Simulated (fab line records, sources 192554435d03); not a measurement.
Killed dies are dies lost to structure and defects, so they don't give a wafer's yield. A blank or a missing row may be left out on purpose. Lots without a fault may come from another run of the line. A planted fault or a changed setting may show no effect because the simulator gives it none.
One fault seen from 2 desks | flow n5_finfet | each desk has only its own numbers; what lay behind them comes last

THE METROLOGY DESK
What the gauges read, lot by lot, whatever tool the lot ran on: means of the sampled wafers that have a number. A lot is out of limits, marked OUT, if its mean lies more than 4 standard deviations from the usual mean; the brackets give that distance. Of its 10 readings 7 are shown: those that lie furthest out on some lot.
Columns: A = DIBL_N at N5_BEOL_M4_RC_MEAS_101, usual 37.3 mV/V; B = DIBL_P at N5_BEOL_M4_RC_MEAS_101, usual 37.4 mV/V; C = IOFF_N at N5_BEOL_M4_RC_MEAS_101, usual 0.18 nA/um; D = ION_P at N5_BEOL_M4_RC_MEAS_101, usual 468 uA/um; E = SS_N at N5_BEOL_M4_RC_MEAS_101, usual 71.8 mV/dec; F = VT_N at N5_BEOL_M4_RC_MEAS_101, usual 248 mV; G = VT_P at N5_BEOL_M4_RC_MEAS_101, usual -248 mV
lot  | first seen here | A    | B    | C    | D   | E    | F   | G
L800 | day 8 14:34     | 36.8 | 37.0 | 0.16 | 477 | 71.8 | 248 | -246
L806 | day 9 07:28     | 36.4 | 36.9 | 0.18 | 472 | 71.6 | 245 | -247
L805 | day 9 22:19     | 34.6 | 33.6 | 0.13 | 464 | 70.8 | 250 | -250
L807 | day 10 00:09    | 39.2 | 38.0 | 0.21 | 476 | 72.0 | 244 | -244
L817 | day 12 10:14    | 37.9 | 37.9 | 0.18 | 461 | 71.9 | 247 | -251
L819 | day 13 04:02    | 37.8 | 38.2 | 0.18 | 469 | 71.8 | 249 | -245
L820 | day 13 07:53    | 38.7 | 39.5 | 0.20 | 464 | 72.6 | 247 | -250
L821 | day 13 12:40    | 37.3 | 37.8 | 0.17 | 462 | 72.2 | 252 | -250
L822 | day 13 13:46    | 36.7 | 35.3 | 0.17 | 472 | 71.3 | 248 | -245
This desk's finding: nothing out of limits on any of the 9 lots.

THE TOOL OWNER'S DESK: plasma_asher-02
The tool's own readings at N5_MOL_CONTACT_COAG_STRIP_49 (strips in N2/H2, time 30 s): means of the sampled wafers that have a number, for each lot that ran on this tool. A lot is out of limits, marked OUT, if its mean lies more than 4 standard deviations from the usual mean; the brackets give that distance.
Columns: A = drypump_motor_current_A at N5_MOL_CONTACT_COAG_STRIP_49, usual 5.7 A; B = h2_flow_sccm at N5_MOL_CONTACT_COAG_STRIP_49, usual 3249 sccm; C = heater_power_w at N5_MOL_CONTACT_COAG_STRIP_49, usual 332 W
lot  | first seen here | A   | B    | C
L806 | day 6 21:23     | 6.4 | 3261 | 334
L817 | day 9 20:20     | 6.2 | 3254 | 335
L819 | day 10 04:05    | 6.2 | 3241 | 331
L820 | day 10 09:51    | 6.2 | 3243 | 331
L822 | day 11 02:14    | 6.0 | 3246 | 331
This desk's finding: nothing out of limits on any of the 5 lots.

PUT TOGETHER
The metrology desk saw nothing out of limits.
The tool owner's desk saw nothing out of limits.

WHAT THE SIMULATOR HAD PUT IN
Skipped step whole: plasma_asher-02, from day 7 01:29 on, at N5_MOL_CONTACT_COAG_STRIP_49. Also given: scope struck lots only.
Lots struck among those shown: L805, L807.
